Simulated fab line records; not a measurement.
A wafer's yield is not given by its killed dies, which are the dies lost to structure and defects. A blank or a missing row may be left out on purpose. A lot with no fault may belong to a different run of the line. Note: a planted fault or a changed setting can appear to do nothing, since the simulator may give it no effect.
Struck lot and sound lot, side by side || flow n5Finfet || 25 steps out of a route of 1938
Sound: these wafers, L958.1, L958.2, L958.6. Wafers L972.1, L972.4, L972.6 were the ones struck. Last of all comes the cause.
For every step that has rows: the tool of each side, followed by ch and its chambers, followed by its first start. Under that, the readings that differ: sound wafers || struck wafers || difference of the means || sigmas: that difference in standard deviations of wafers without a fault.
alike: readings whose means differ by less than 2 such deviations, and words and numbers that are the same on both sides. not compared: withheld readings, readings that some wafer has no value for, bounds like >300 that may hide the same value, and numbers for which the record gives no deviation and whose values overlap.
A row with sigmas, a row that says differs or no value, or rows on one side alone: a step with any of these is where the two part. Numbers that have no deviation but don't overlap get no sigmas and don't part them. A reading that every wafer of one side lacks parts them only if that side has two wafers or more.

N5_BEOL_M6_OVL_MEAS_12:
  sound on overlay-02 ch 0, day 10 14:40; struck on overlay-02 ch 0, day 14 21:00
  alike: M6_OVL
N5_BEOL_M6_INSPECT_13: inspects for defects (brightfield).
  sound on defectInspect-01 at day 10 14:41; struck on defectInspect-01 at day 14 21:02
{"reading": "rawDefectCount", "sound": "309 387 258", "struck": "461 603 492", "difference": "+201", "sigmas": "+2"}
then, 1 step without rows for these wafers: N5_BEOL_M6_DESCUM_16 (chemistry O2, time 7.9 s).
N5_BEOL_M6_ETCH_61: etches SiARC in CF4, target depth 45.5 nm, time 75.8 s.
  sound on rieDiel-02 ch 0,1, day 10 14:46; struck on rieDiel-02 ch 0,1,3, day 14 21:12
  alike: cf4FlowSccm, drypumpMotorCurrentA, etchRfOnTimeS, oesProductAu, rfVppV, showerheadPlenumPTorr, throttleValvePct
  not compared: rfHoursCounterH
then, 2 steps without rows for these wafers: N5_BEOL_M6_ETCH_62 (etches SOC in N2/H2, target depth 110 nm, overetch 22 nm, time 165 s); N5_BEOL_M6_STRIP_68 (strips in N2/H2).
N5_BEOL_M6_STRIP_67: strips in CF4.
  sound on rieDiel-02 ch 0,1, day 10 14:58; struck on rieDiel-02 ch 0,1,3, day 14 21:24
  alike: biasPowerW, cf4FlowSccm, drypumpMotorCurrentA, oesProductAu, rfVppV, showerheadPlenumPTorr, throttleValvePct
  not compared: rfHoursCounterH
then, 1 step without rows for these wafers: N5_BEOL_M6_HM_OPEN_17 (chemistry Cl2/BCl3, target TiN, target depth 20 nm, overetch 6 nm).
N5_BEOL_M6_STRIP_19: strips in O2.
  sound on rieDiel-06 ch 1,2, day 10 15:07; struck on rieDiel-06 ch 0,2, day 14 21:37
  alike: drypumpMotorCurrentA, oesProductAu, rfVppV, showerheadPlenumPTorr, throttleValvePct
  not compared: rfHoursCounterH
N5_BEOL_M6_CD_MEAS_18: pitch 80 nm, target cd 40 nm.
  sound on cdSem-02 at day 10 15:11; struck on cdSem-01 at day 14 21:41
  alike: cdNm
then, 2 steps without rows for these wafers: N5_BEOL_M6_COAT_63 (time 60 s, resist thk 60 nm); N5_BEOL_M6_COAT_64 (time 60 s, resist thk 12 nm).
N5_BEOL_M6_COAT_71: time 60 s, resist thk 5 nm.
  sound on lithoTrack-04 ch 0, day 10 16:32; struck on lithoTrack-03 ch 0, day 14 21:49
{"reading": "spinSpeedRpm (rpm)", "sound": "1501.3 1500.7 1499.7", "struck": "1417.2 1414.8 1416.9", "difference": -84.3, "sigmas": -93}
then, 6 steps without rows for these wafers: N5_BEOL_M6_COAT_22 (resist thk 30 nm); N5_BEOL_M6_EBR_24; N5_BEOL_M6_SOFTBAKE_23 (time 60 s); N5_BEOL_M6_EXPOSE_25 (exposes mask V5, target cd 40 nm); N5_BEOL_M6_PEB_26 (peb time 60 s); N5_BEOL_M6_DEVELOP_27 (develop time 30 s).
N5_BEOL_M6_CD_MEAS_28 targets a cd of 40 nm.
  sound on cdSem-01 ch 0, day 10 16:58; struck on cdSem-02 ch 0, day 14 22:05
  alike: cdNm
N5_BEOL_M6_OVL_MEAS_29:
  sound on overlay-02 ch 0, day 10 17:02; struck on overlay-02 ch 0, day 14 22:07
  alike: V5_OVL
N5_BEOL_M6_INSPECT_30: inspects for defects (brightfield).
  sound on defectInspect-01 at day 10 17:05; struck on defectInspect-01 at day 14 22:10
{"reading": "rawDefectCount", "sound": "286 365 262", "struck": "444 596 500", "difference": "+209", "sigmas": "+2"}
N5_BEOL_M6_DESCUM_33: chemistry O2, time 7 s.
  sound on rieDiel-06 ch 0,1,3, day 10 17:08; struck on rieDiel-02 ch 0,3, day 14 22:58
{"reading": "throttleValvePct (%)", "sound": "20.02 19.96 20.45", "struck": "20.79 20.77 20.79", "difference": "+0.64", "sigmas": "+2"}
  alike: biasPowerW, drypumpMotorCurrentA, oesProductAu, rfVppV, showerheadPlenumPTorr
  not compared: rfHoursCounterH
N5_BEOL_M6_ETCH_72: etches underlayer in N2/H2, target depth 6.5 nm, time 5.2 s.
  sound on rieDiel-06 ch 0,1,3, day 10 17:10; struck on rieDiel-02 ch 0,3, day 14 23:01
{"reading": "model.etch.depthNm (nm)", "sound": "5.005 5 4.995", "struck": "5.165 5.162 5.151", "difference": "+0.159", "sigmas": ""}
  alike: drypumpMotorCurrentA, etchRfOnTimeS, oesProductAu, rfVppV, showerheadPlenumPTorr, throttleValvePct
  not compared: rfHoursCounterH
N5_BEOL_M6_ETCH_65: etches SiARC in CF4, target depth 15.6 nm, time 26 s.
  sound on rieDiel-06 ch 0,1,3, day 10 17:11; struck on rieDiel-02 ch 0,3, day 14 23:02
  alike: cf4FlowSccm, drypumpMotorCurrentA, etchRfOnTimeS, oesProductAu, rfVppV, showerheadPlenumPTorr, throttleValvePct
  not compared: rfHoursCounterH

== WHERE THEY PART ==
First at N5_BEOL_M6_INSPECT_13; last, within this record, at N5_BEOL_M6_DESCUM_33. Later steps at which nothing parts them and some readings are alike: N5_BEOL_M6_ETCH_72, N5_BEOL_M6_ETCH_65.

WHY: what the simulator had put in
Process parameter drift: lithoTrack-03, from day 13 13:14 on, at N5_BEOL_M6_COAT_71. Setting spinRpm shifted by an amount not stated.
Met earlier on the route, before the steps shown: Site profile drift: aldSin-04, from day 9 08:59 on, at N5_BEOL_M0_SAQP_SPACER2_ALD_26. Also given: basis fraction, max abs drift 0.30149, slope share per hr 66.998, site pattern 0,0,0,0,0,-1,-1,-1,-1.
